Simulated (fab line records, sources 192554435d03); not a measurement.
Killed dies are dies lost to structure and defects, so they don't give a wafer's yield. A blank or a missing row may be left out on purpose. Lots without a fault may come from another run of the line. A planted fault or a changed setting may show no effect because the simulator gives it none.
A struck lot beside a sound one | flow n5_finfet | 18 steps out of a route of 1938
Sound: wafers L117.2, L117.4, L117.6. Struck: wafers L111.2, L111.5, L111.6. The cause comes at the end.
At each step with rows: each side's tool, then ch and its chambers, then its first start. Under that, the readings that differ: sound wafers | struck wafers | difference of the means | sigmas: that difference in standard deviations of wafers without a fault.
alike: readings whose means differ by less than 2 such deviations, and words and numbers that are the same on both sides. not compared: withheld readings, readings that some wafer has no value for, bounds like >300 that may hide the same value, and numbers for which the record gives no deviation and whose values overlap.
The two part at a step that has a row with sigmas, a row that says differs or no value, or rows on one side only. Numbers that don't overlap but have no deviation are shown without sigmas and don't part them. A reading that every wafer of one side lacks parts them only if that side has two wafers or more.

N5_BEOL_M14_ETCH_59: etches BARC in N2/H2, target depth 89 nm, overetch 26.7 nm, time 67.9 s.
  sound on rie_diel-05 ch 0,3, day 15 17:37; struck on rie_diel-05 ch 0,2, day 14 06:44
  alike: drypump_motor_current_A, oes_product_au, rf_vpp_V, showerhead_plenum_p_Torr, throttle_valve_pct
  not compared: rf_hours_counter_h
N5_BEOL_M14_VIA_ETCH_16: etches SiO2 in C4F8/O2/Ar, target depth 1231.3 nm.
  sound on rie_diel-05 ch 0,3, day 15 17:41; struck on rie_diel-05 ch 0,2, day 14 06:47
  alike: drypump_motor_current_A, oes_ar_750_au, oes_product_au, rf_vpp_V, showerhead_plenum_p_Torr, throttle_valve_pct
N5_BEOL_M14_STRIP_63: strips in O2.
  sound on rie_diel-05 ch 0,3; struck on rie_diel-05 ch 0,2
  alike: drypump_motor_current_A, oes_product_au, rf_vpp_V, showerhead_plenum_p_Torr, throttle_valve_pct
  not compared: rf_hours_counter_h
N5_BEOL_M14_STRIP_64: strips in O2.
  sound on rie_diel-05 ch 0,3; struck on rie_diel-05 ch 0,2
  alike: drypump_motor_current_A, oes_product_au, rf_vpp_V, showerhead_plenum_p_Torr, throttle_valve_pct
  not compared: rf_hours_counter_h
then, 2 steps without rows for these wafers: N5_BEOL_M14_STRIP_71 (strips in post etch residue remover, time 60 s); N5_BEOL_M14_SRD_72 (time 30 s, dry time 30 s).
N5_BEOL_M14_CD_MEAS_17: target cd 250 nm.
  sound on cd_sem-03, day 15 18:01; struck on cd_sem-02, day 14 07:08
  alike: cd_nm
then, 5 steps without rows for these wafers: N5_BEOL_M14_COAT_65 (time 60 s, resist thk 450 nm); N5_BEOL_M14_COAT_66 (time 60 s, resist thk 110 nm); N5_BEOL_M14_COAT_22 (resist thk 300 nm); N5_BEOL_M14_EBR_24; N5_BEOL_M14_SOFTBAKE_23 (time 60 s).
N5_BEOL_M14_EXPOSE_25: exposes mask M14, target cd 280 nm.
  sound on krf_scanner-01 ch 0, day 15 18:11; struck on krf_scanner-02 ch 0, day 14 07:25
  reading                          | sound    | struck   | difference | sigmas
  model.BEOL_M14.overlay_x_nm (nm) | -1 -1 -1 | 47 47 47 | +48        |
  alike: mask, stage_vel_mm_s
then, 3 steps without rows for these wafers: N5_BEOL_M14_PEB_26 (peb time 90 s); N5_BEOL_M14_DEVELOP_27 (develop time 45 s); N5_BEOL_M14_HARDBAKE_32 (time 120 s).
N5_BEOL_M14_CD_MEAS_28: target cd 284.4 nm.
  sound on cd_sem-02 ch 0, day 15 18:21; struck on cd_sem-01 ch 0, day 14 07:35
  alike: cd_nm
N5_BEOL_M14_OVL_MEAS_29:
  sound on overlay-01 ch 0, day 15 18:23; struck on overlay-01 ch 0, day 14 07:37
  reading      | sound | struck   | difference | sigmas
  M14_OVL (nm) | 1 9 1 | 52 44 51 | +45        | +8

WHERE THEY PART
Only at N5_BEOL_M14_OVL_MEAS_29, within this record.

WHY: what the simulator had put in
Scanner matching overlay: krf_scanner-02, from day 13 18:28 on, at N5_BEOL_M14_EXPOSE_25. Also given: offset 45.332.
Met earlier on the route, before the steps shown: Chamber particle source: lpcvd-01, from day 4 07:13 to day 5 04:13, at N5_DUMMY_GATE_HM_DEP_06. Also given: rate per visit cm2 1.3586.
